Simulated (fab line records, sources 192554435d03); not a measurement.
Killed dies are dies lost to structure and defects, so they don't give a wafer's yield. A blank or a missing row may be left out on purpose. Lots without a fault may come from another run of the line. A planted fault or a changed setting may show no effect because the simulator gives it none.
fab line records | flow n5_finfet
record lots=7 wafers=39
route steps=1938 shown BEOL_M2@841 BEOL_M3@981 BEOL_M5@1160
start_h: hours from the record's first day to the start of the lot's first wafer shown | wait_h: hours since the lot's step before | " the same as in the row above | L1.1+2: a row that stands for several wafers | - no value, or no start given | * or withheld: withheld | < > ~ a bound
route shown NAME@n: a module of which the file shows steps, and the number in the route of the first | usual: mean/standard deviation of fault-free wafers | same: alike in all rows | chamber/n: place in a boat | sites: the reading at each site | _std_site: their standard deviation | _edge_site: outer sites' mean less inner sites' | radius_mm: how far each site lies from the wafer's centre | mask NAME#n: copy n | behind: the tool/chamber that last shaped the wafer | hold: why the lot was held/for how many hours/how that ended | device: the transistor (n, p or np) that didn't switch | end of line: the same wafers' tests at the end of the route | a step without rows: its recipe alone | killed: dies lost to structure and defects at the first sort, not the wafer's yield | map: a wafer's dies, x killed, . not, _ none there
set.NAME: the setting as run; set.NAME@STEP: as run at that earlier step | model.NAME: the simulator's own value behind a step, which no gauge read
lots whose settings were changed on purpose; a table a step, a row a wafer
## steps
# step N5_BEOL_M2_ILD_DEP_00
# recipe material=SiOC target_thk_a=790 temp_c=350 precursor=DEMS/O2 pressure_torr=5 rf_w=500 time_s=15.3
# columns lot.wafer tool chamber start_h wait_h set.time_s model.SiOC_of_BEOL_M2_ILD_DEP_00.thk_nm
L076.1 pecvd-02 1 155.24 0.0 15.3 79.8
L076.2 " 2 " " 15.3 78.2
L076.3 " 0 " " 10.02 51.2
L076.4 " 2 " " 15.3 79.4
L076.5 " 0 " " 10.02 52.4
L076.6 " 1 " " 10.02 53.8
L081.1 pecvd-04 1 183.61 0.0 15.3 78.8
L081.2 " 0 " " 9.056 48.4
L081.3 " 2 " " 9.056 46.6
L081.4 " 0 " " 15.3 80.4
L081.5 " 2 " " 9.056 47.6
L081.6 " 1 " " 15.3 80.8
L082.1 pecvd-01 0 188.24 0.0 10.47 54
L082.2 " 2 " " 15.3 77.8
L082.3 " 1 " " 15.3 78.2
L082.4 " 1 " " 15.3 78.4
L082.5 " 2 " " 10.47 54.8
L082.6 " 0 " " 10.47 54.2
L087.1 pecvd-04 2 217.09 0.0 15.3 77.2
L087.2 " 0 " " 22.39 114.8
L087.3 " 1 " " 22.39 115.2
L087.4 " 0 " " 15.3 79.6
L087.5 " 1 " " 22.39 115.6
L087.6 " 2 " " 15.3 80
L089.1 pecvd-01 0 225.91 0.0 15.3 80
L089.2 " 2 " " 15.3 78.2
L089.3 " 1 " " 20.77 106
L089.4 " 0 " " 20.77 108
L089.5 " 2 " " 20.77 107.6
L089.6 " 1 " " 15.3 80.4
L093.1 pecvd-02 0 254.12 0.0 15.3 77.8
L093.2 " 1 " " 7.524 39.4
L093.3 " 2 " " 15.3 78.4
L093.4 " 2 " " 15.3 79
L093.5 " 0 " " 7.524 38.8
L093.6 " 1 " " 7.524 39.6
L092.1 pecvd-04 2 255.46 0.0 15.3 77.6
L092.2 " 1 " " 15.3 78.8
L092.4 " 1 " " 15.3 79.4
# step N5_BEOL_M2_THK_MEAS_01
# recipe reads=SiOC_of_BEOL_M2_ILD_DEP_00
# usual M2_ILD_THK=79.0/0.97
# columns lot.wafer tool chamber start_h wait_h set.time_s@BEOL_M2_ILD_DEP_00 M2_ILD_THK[nm]
L076.1 film_metro-01 - 155.30 0.0 15.3 79.9
L076.2 " - " " 15.3 78.1
L076.3 " - " " 10.02 51.2
L076.4 " - " " 15.3 79.5
L076.5 " - " " 10.02 52.5
L076.6 " - " " 10.02 53.9
L081.1 film_metro-01 - 183.68 0.0 15.3 78.8
L081.2 " - " " 9.056 48.4
L081.3 " - " " 9.056 46.6
L081.4 " - " " 15.3 80.3
L081.5 " - " " 9.056 47.6
L081.6 " - " " 15.3 80.8
L082.1 film_metro-01 - 188.30 0.0 10.47 53.9
L082.2 " - " " 15.3 77.8
L082.3 " - " " 15.3 78.1
L082.4 " - " " 15.3 78.3
L082.5 " - " " 10.47 54.8
L082.6 " - " " 10.47 54.2
L087.1 film_metro-02 - 217.16 0.0 15.3 77.3
L087.2 " - " " 22.39 114.8
L087.3 " - " " 22.39 115.1
L087.4 " - " " 15.3 79.5
L087.5 " - " " 22.39 115.6
L087.6 " - " " 15.3 80.0
L089.1 film_metro-01 - 225.98 0.0 15.3 79.9
L089.2 " - " " 15.3 78.2
L089.3 " - " " 20.77 106.1
L089.4 " - " " 20.77 108.0
L089.5 " - " " 20.77 107.6
L089.6 " - " " 15.3 80.3
L093.1 film_metro-02 - 254.19 0.0 15.3 77.9
L093.2 " - " " 7.524 39.4
L093.3 " - " " 15.3 78.4
L093.4 " - " " 15.3 79.0
L093.5 " - " " 7.524 38.7
L093.6 " - " " 7.524 39.5
L092.1 film_metro-02 - 255.53 0.0 15.3 77.6
L092.2 " - " " 15.3 78.8
L092.4 " - " " 15.3 79.4
# step N5_BEOL_M3_ETCH_41
# recipe chemistry=CH3F/O2 target=SiCN target_depth_a=299 taper_deg=2 time_s=52.5 ion_energy_ev=120 mask_material=TiN pressure_mtorr=30 source_w=395 bias_w=75 Ar_flow_sccm=150 CH3F_flow_sccm=30 O2_flow_sccm=20
# columns lot.wafer tool chamber start_h wait_h set.target_depth_a model.etch.depth_nm
L076.1 rie_diel-02 1 - - 362 24.54
L076.2+6 " 2 " " 299 19.94
L076.3 " 0 " " 362 23.67
L076.4 " 3 " " 362 23.44
L076.5 " 3 " " 299 19.58
L081.1 rie_diel-02 3 - - 299 19.32
L081.2 " 1 " " 299 20.31
L081.3 " 0 " " 299 19.79
L081.4 " 2 " " 299 19.89
L081.5 " 3 " " 299 19.35
L081.6 " 2 " " 299 19.76
L082.1 rie_diel-02 0 - - 181.4 11.93
L082.2 " 2 " " 299 19.87
L082.3 " 1 " " 299 20.13
L082.4 " 3 " " 181.4 11.79
L082.5 " 2 " " 299 19.99
L082.6 " 3 " " 181.4 11.8
L087.1 rie_diel-02 0 - - 299 19.67
L087.2 " 1 " " 397.6 26.67
L087.3 " 3 " " 299 19.42
L087.4 " 2 " " 299 19.69
L087.5 " 1 " " 397.6 26.75
L087.6 " 2 " " 397.6 26.49
L089.1 rie_diel-04 3 - - 299 20.07
L089.2 " 1 " " 299 20.11
L089.3 " 0 " " 433.8 28.11
L089.4 " 2 " " 299 19.67
L089.5 " 3 " " 433.8 29.33
L089.6 " 0 " " 433.8 28.05
L093.1 rie_diel-01 2 - - 178.8 12.12
L093.2 " 0 " " 299 19.64
L093.3 " 1 " " 178.8 11.76
L093.4 " 3 " " 299 19.96
L093.5 " 3 " " 178.8 11.93
L093.6 " 2 " " 299 20.21
L092.1 rie_diel-02 1 - - 299 19.98
L092.2 " 0 " " 299 19.37
L092.4 " 2 " " 299 19.62
# step N5_BEOL_M5_TRENCH_ETCH_37
# recipe chemistry=C4F6/O2 target_depth_a=716.52 target=SiCOH_lowk time_s=24.7 ion_energy_ev=250 pressure_mtorr=30 source_w=345 bias_w=185 Ar_flow_sccm=300 C4F6_flow_sccm=10 O2_flow_sccm=10
# columns lot.wafer tool chamber start_h wait_h set.time_s model.BEOL_M5.feature_depth_nm model.etch.depth_nm model.TiN_of_BEOL_M5_HM_DEP_02.thk_nm
L076.1 rie_diel-02 0 - - 24.7 70.8 70.88 17.8
L076.2 " 1 " " 24.7 73 73.03 17.8
L076.3 " 2 " " 24.7 71.6 71.58 17.8
L076.4 " 3 " " 37.94 107.8 107.8 16.6
L076.5 " 1 " " 37.94 112.4 112.3 16.6
L076.6 " 2 " " 37.94 109.8 109.8 16.6
L081.1 rie_diel-04 1 - - 31.76 92.6 92.66 17
L081.2 " 2 " " 31.76 92 91.98 17.4
L081.3 " 0 " " 24.7 70 70.01 17.8
L081.4 " 3 " " 24.7 73.2 73.14 17.8
L081.5 " 3 " " 24.7 73.2 73.12 17.8
L081.6 " 0 " " 31.76 90 89.9 17.2
L082.1 rie_diel-02 3 - - 24.7 69 69.08 18
L082.2 " 0 " " 35.25 100.2 100.1 17.2
L082.3 " 2 " " 24.7 70.6 70.69 18.2
L082.4 " 1 " " 24.7 71.8 71.81 18
L082.5 " 2 " " 35.25 101.4 101.3 17.2
L082.6 " 3 " " 35.25 98.4 98.45 17.2
L087.1 rie_diel-04 0 - - 24.7 68.6 68.51 18
L087.2 " 3 " " 24.7 71.4 71.43 18.2
L087.3 " 1 " " 24.7 72.6 72.53 17.8
L087.4 " 2 " " 24.7 70.8 70.73 18
L087.5 " 2 " " 24.7 70.6 70.53 18
L087.6 " 3 " " 24.7 72 72.04 18
L089.1 rie_diel-01 3 - - 24.7 73 72.92 18
L089.2 " 2 " " 12.37 37 36.92 19
L089.3 " 0 " " 24.7 71.2 71.19 18
L089.4 " 1 " " 12.37 35.4 35.41 19
L089.5 " 0 " " 24.7 71.8 71.76 18
L089.6 " 1 " " 12.37 35.4 35.41 19.2
L092.1 rie_diel-02 3 - - 24.7 69 68.94 18.2
L092.2 " 1 " " 24.7 71.6 71.53 17.8
L092.4 " 1 " " 24.7 72.2 72.11 18
L093.1 rie_diel-01 3 - - 24.7 72.4 72.31 17.6
L093.2 " 0 " " 24.7 70.4 70.42 17.8
L093.3 " 2 " " 24.7 72.4 72.41 18
L093.4 " 1 " " 24.7 70.2 70.29 17.8
L093.5 " 1 " " 24.7 70.2 70.17 17.8
L093.6 " 0 " " 24.7 71.2 71.13 18
# step N5_BEOL_M5_ETCH_41
# recipe chemistry=CH3F/O2 target=SiCN target_depth_a=315 taper_deg=2 time_s=56.7 ion_energy_ev=120 mask_material=TiN pressure_mtorr=30 source_w=395 bias_w=75 Ar_flow_sccm=150 CH3F_flow_sccm=30 O2_flow_sccm=20
# step N5_BEOL_M5_STRIP_91
# recipe chemistry=N2/H2 time_s=10 power_w=450 temp_c=40 pressure_mtorr=20 rf_frequency_hz=6e+07 bias_power_w=7 n2_flow_sccm=200 h2_flow_sccm=200
# step N5_BEOL_M5_OCD_MEAS_38
# usual trench_depth_nm=71.7/1.3
# columns lot.wafer tool chamber start_h wait_h set.time_s@BEOL_M5_TRENCH_ETCH_37 trench_depth_nm
L076.1 ocd-02 - 199.36 - 24.7 71.0
L076.2 " - " " 24.7 73.7
L076.3 " - " " 24.7 72.0
L076.4 " - " " 37.94 108.1
L076.5 " - " " 37.94 112.4
L076.6 " - " " 37.94 110.2
L081.1 ocd-01 - 231.27 - 31.76 92.8
L081.2 " - " " 31.76 92.4
L081.3 " - " " 24.7 70.0
L081.4 " - " " 24.7 72.9
L081.5 " - " " 24.7 73.0
L081.6 " - " " 31.76 89.9
L082.1 ocd-02 - 240.00 - 24.7 68.4
L082.2 " - " " 35.25 100.4
L082.3 " - " " 24.7 70.9
L082.4 " - " " 24.7 71.5
L082.5 " - " " 35.25 100.6
L082.6 " - " " 35.25 98.8
L087.1 ocd-01 - 281.50 - 24.7 68.4
L087.2 " - " " 24.7 71.3
L087.3 " - " " 24.7 72.3
L087.4 " - " " 24.7 70.7
L087.5 " - " " 24.7 70.4
L087.6 " - " " 24.7 71.8
L089.1 ocd-02 - 281.54 - 24.7 72.6
L089.2 " - " " 12.37 36.8
L089.3 " - " " 24.7 71.1
L089.4 " - " " 12.37 35.8
L089.5 " - " " 24.7 71.8
L089.6 " - " " 12.37 35.5
L092.1 ocd-02 - 312.64 - 24.7 68.8
L092.2 " - " " 24.7 70.9
L092.4 " - " " 24.7 72.3
L093.1 ocd-02 - 312.67 - 24.7 72.0
L093.2 " - " " 24.7 70.7
L093.3 " - " " 24.7 72.0
L093.4 " - " " 24.7 70.4
L093.5 " - " " 24.7 69.9
L093.6 " - " " 24.7 71.3
# step N5_BEOL_M5_HM_STRIP_39
# recipe chemistry=peroxide_tin_strip material=TiN target_depth_a=250 temp_c=50 time_s=158
# step N5_BEOL_M5_SRD_40
# recipe time_s=30 temp_c=23 rinse_liquid=diw dry=ipa_marangoni
# step N5_BEOL_M5_ECD_50
# recipe material=Cu target_thk_a=3000
# step N5_BEOL_M5_ANNEAL_51
# recipe temp_c=225 time_s=90 ambient=N2
# step N5_BEOL_M5_CMP_52
# recipe stop_on=SiCOH_lowk t_overpolish_s=6.9 down_force_psi=1 platen_rpm=50 clearing_platen_down_force_psi=1.5 clearing_platen_rpm=50 post_cmp_clean=cu_alkaline target_thk_nm=62 clearing_platen_pad_velocity_m_s=0.99484 pad_velocity_m_s=0.99484
# columns lot.wafer tool chamber start_h wait_h set.time_s@BEOL_M5_TRENCH_ETCH_37 model.Cu_of_BEOL_M5_ECD_50.thk_nm
L076.3+1 cmp-04 3,2 205.35 0.2 24.7 60
L076.2 " 0 " " 24.7 61.6
L076.4 " 1 " " 37.94 97.8
L076.6 " 3 " " 37.94 99.2
L076.5 " 0 " " 37.94 101.8
L081.2 cmp-04 3 239.29 0.2 31.76 81.2
L081.1 " 0 " " 31.76 80.8
L081.4 " 1 " " 24.7 62
L081.3 " 2 " " 24.7 58.8
L081.6 " 3 " " 31.76 79.2
L081.5 " 0 " " 24.7 62.6
L082.2 cmp-03 3 247.11 0.2 35.25 90.6
L082.1 " 0 " " 24.7 59.8
L082.4 " 1 " " 24.7 63.4
L082.3 " 2 " " 24.7 61.8
L082.5 " 3 " " 35.25 91.2
L082.6 " 0 " " 35.25 89
L087.4 cmp-01 0 287.55 0.1 24.7 60.8
L087.2 " 1 " " 24.7 60.6
L087.3 " 2 " " 24.7 61.8
L087.1 " 3 " " 24.7 58.2
L087.5 " 0 " " 24.7 60
L087.6 " 1 " " 24.7 64
L089.3 cmp-01 3 289.24 0.2 24.7 61.2
L089.1 " 0 " " 24.7 64.4
L089.4 " 1 " " 12.37 25.8
L089.2 " 2 " " 12.37 27.2
L089.6 " 3 " " 12.37 25.2
L089.5 " 0 " " 24.7 62.8
L092.1 cmp-04 3 318.73 0.3 24.7 58.8
L092.4+2 " 0,1 " " 24.7 60.6
L093.2 cmp-01 1 321.05 0.2 24.7 62.2
L093.4 " 2 " " 24.7 59.6
L093.1 " 3 " " 24.7 62.4
L093.3 " 0 " " 24.7 63
L093.5 " 1 " " 24.7 61.8
L093.6 " 2 " " 24.7 59.8
# step N5_BEOL_M5_THK_MEAS_53
# recipe thk_meas_gauge=xrf reads=Cu_of_BEOL_M5_ECD_50
# usual M5_THK=61.7/1.7
# columns lot.wafer tool chamber start_h wait_h set.time_s@BEOL_M5_TRENCH_ETCH_37 M5_THK[nm]
L076.1 film_metro-01 - 205.65 - 24.7 59.6
L076.2 " - " " 24.7 61.4
L076.3 " - " " 24.7 59.7
L076.4 " - " " 37.94 97.9
L076.5 " - " " 37.94 101.4
L076.6 " - " " 37.94 98.8
L081.1 film_metro-02 - 239.58 - 31.76 80.3
L081.2 " - " " 31.76 81.0
L081.3 " - " " 24.7 58.6
L081.4 " - " " 24.7 61.9
L081.5 " - " " 24.7 62.5
L081.6 " - " " 31.76 79.6
L082.1 film_metro-02 - 247.41 - 24.7 60.4
L082.2 " - " " 35.25 91.9
L082.3 " - " " 24.7 62.4
L082.4 " - " " 24.7 63.6
L082.5 " - " " 35.25 92.3
L082.6 " - " " 35.25 89.4
L087.1 film_metro-02 - 287.85 - 24.7 58.2
L087.2 " - " " 24.7 60.7
L087.3 " - " " 24.7 61.8
L087.4 " - " " 24.7 60.8
L087.5 " - " " 24.7 60.4
L087.6 " - " " 24.7 64.3
L089.1 film_metro-01 - 289.54 - 24.7 63.4
L089.2 " - " " 12.37 26.8
L089.3 " - " " 24.7 60.4
L089.4 " - " " 12.37 25.5
L089.5 " - " " 24.7 62.2
L089.6 " - " " 12.37 25.0
L092.1 film_metro-01 - 318.99 - 24.7 58.3
L092.2 " - " " 24.7 60.3
L092.4 " - " " 24.7 60.2
L093.1 film_metro-02 - 321.34 - 24.7 63.0
L093.2 " - " " 24.7 62.6
L093.3 " - " " 24.7 63.5
L093.4 " - " " 24.7 60.0
L093.5 " - " " 24.7 62.2
L093.6 " - " " 24.7 60.4
# step N5_BEOL_M5_PRE_CLEAN_77
# recipe gas=NH3/H2 time_s=15 temp_c=* rf_power_w=300
# step N5_BEOL_M5_CO_CAP_78
# recipe material=Co target_thk_a=20 temp_c=200 precursor=CCTBA/H2 pressure_torr=30 time_s=102.1
# step N5_BEOL_M5_PRE_CLEAN_55
# recipe gas=NH3 time_s=15 temp_c=withheld rf_power_w=300
# step N5_BEOL_M5_DEP_56
# recipe material=SiCN target_thk_a=80 temp_c=withheld precursor=3MS/NH3 pressure_torr=3 rf_w=202 time_s=14
# step N5_BEOL_M5_RS_MEAS_57
# recipe thk_meas_gauge=four-point-probe reads=Co_of_BEOL_M5_CO_CAP_78+Cu_of_BEOL_M5_ECD_50+Co_of_BEOL_M5_CVD_47+TaN_of_BEOL_M5_ALD_86
# usual M5_RS=0.389/0.013
# columns lot.wafer tool chamber start_h wait_h set.time_s@BEOL_M5_TRENCH_ETCH_37 M5_RS[ohm/sq]
L076.1 film_metro-02 - 205.94 0.1 24.7 0.402
L076.2 " - " " 24.7 0.390
L076.3 " - " " 24.7 0.402
L076.4 " - " " 37.94 0.226
L076.5 " - " " 37.94 0.216
L076.6 " - " " 37.94 0.222
L081.1 film_metro-02 - 239.84 0.0 31.76 0.282
L081.2 " - " " 31.76 0.281
L081.3 " - " " 24.7 0.411
L081.4 " - " " 24.7 0.386
L081.5 " - " " 24.7 0.382
L081.6 " - " " 31.76 0.288
L082.1 film_metro-02 - 247.72 0.0 24.7 0.405
L082.2 " - " " 35.25 0.247
L082.3 " - " " 24.7 0.389
L082.4 " - " " 24.7 0.377
L082.5 " - " " 35.25 0.245
L082.6 " - " " 35.25 0.252
L087.1 film_metro-02 - 288.11 0.0 24.7 0.419
L087.2 " - " " 24.7 0.397
L087.3 " - " " 24.7 0.389
L087.4 " - " " 24.7 0.396
L087.5 " - " " 24.7 0.402
L087.6 " - " " 24.7 0.372
L089.1 film_metro-02 - 289.80 0.0 24.7 0.370
L089.2 " - " " 12.37 1.115
L089.3 " - " " 24.7 0.392
L089.4 " - " " 12.37 1.197
L089.5 " - " " 24.7 0.380
L089.6 " - " " 12.37 1.227
L092.1 film_metro-02 - 319.25 0.0 24.7 0.413
L092.2 " - " " 24.7 0.398
L092.4 " - " " 24.7 0.398
L093.1 film_metro-02 - 321.60 0.0 24.7 0.383
L093.2 " - " " 24.7 0.386
L093.3 " - " " 24.7 0.379
L093.4 " - " " 24.7 0.407
L093.5 " - " " 24.7 0.389
L093.6 " - " " 24.7 0.404
## key
split step=N5_BEOL_M2_ILD_DEP_00 setting=time_s stated=15.3 by=wafer
response step=N5_BEOL_M2_ILD_DEP_00 reading=model.SiOC_of_BEOL_M2_ILD_DEP_00.thk_nm change=+0.776 per=1% r=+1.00
response step=N5_BEOL_M2_THK_MEAS_01 reading=M2_ILD_THK change=+0.776 per=1% r=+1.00
split step=N5_BEOL_M3_ETCH_41 setting=target_depth_a stated=299 by=wafer
response step=N5_BEOL_M3_ETCH_41 reading=model.etch.depth_nm change=+0.2 per=1% r=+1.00
split step=N5_BEOL_M5_TRENCH_ETCH_37 setting=time_s stated=24.7 by=wafer
response step=N5_BEOL_M5_TRENCH_ETCH_37 reading=model.BEOL_M5.feature_depth_nm change=+0.707 per=1% r=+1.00
response step=N5_BEOL_M5_TRENCH_ETCH_37 reading=model.etch.depth_nm change=+0.707 per=1% r=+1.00
response step=N5_BEOL_M5_TRENCH_ETCH_37 reading=model.TiN_of_BEOL_M5_HM_DEP_02.thk_nm change=-0.0214 per=1% r=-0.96
response step=N5_BEOL_M5_OCD_MEAS_38 reading=trench_depth_nm change=+0.707 per=1% r=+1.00
response step=N5_BEOL_M5_CMP_52 reading=model.Cu_of_BEOL_M5_ECD_50.thk_nm change=+0.712 per=1% r=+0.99
response step=N5_BEOL_M5_THK_MEAS_53 reading=M5_THK change=+0.712 per=1% r=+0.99
response step=N5_BEOL_M5_RS_MEAS_57 reading=M5_RS shape=bent at_lowest=1.179 at_stated=0.393 at_highest=0.222
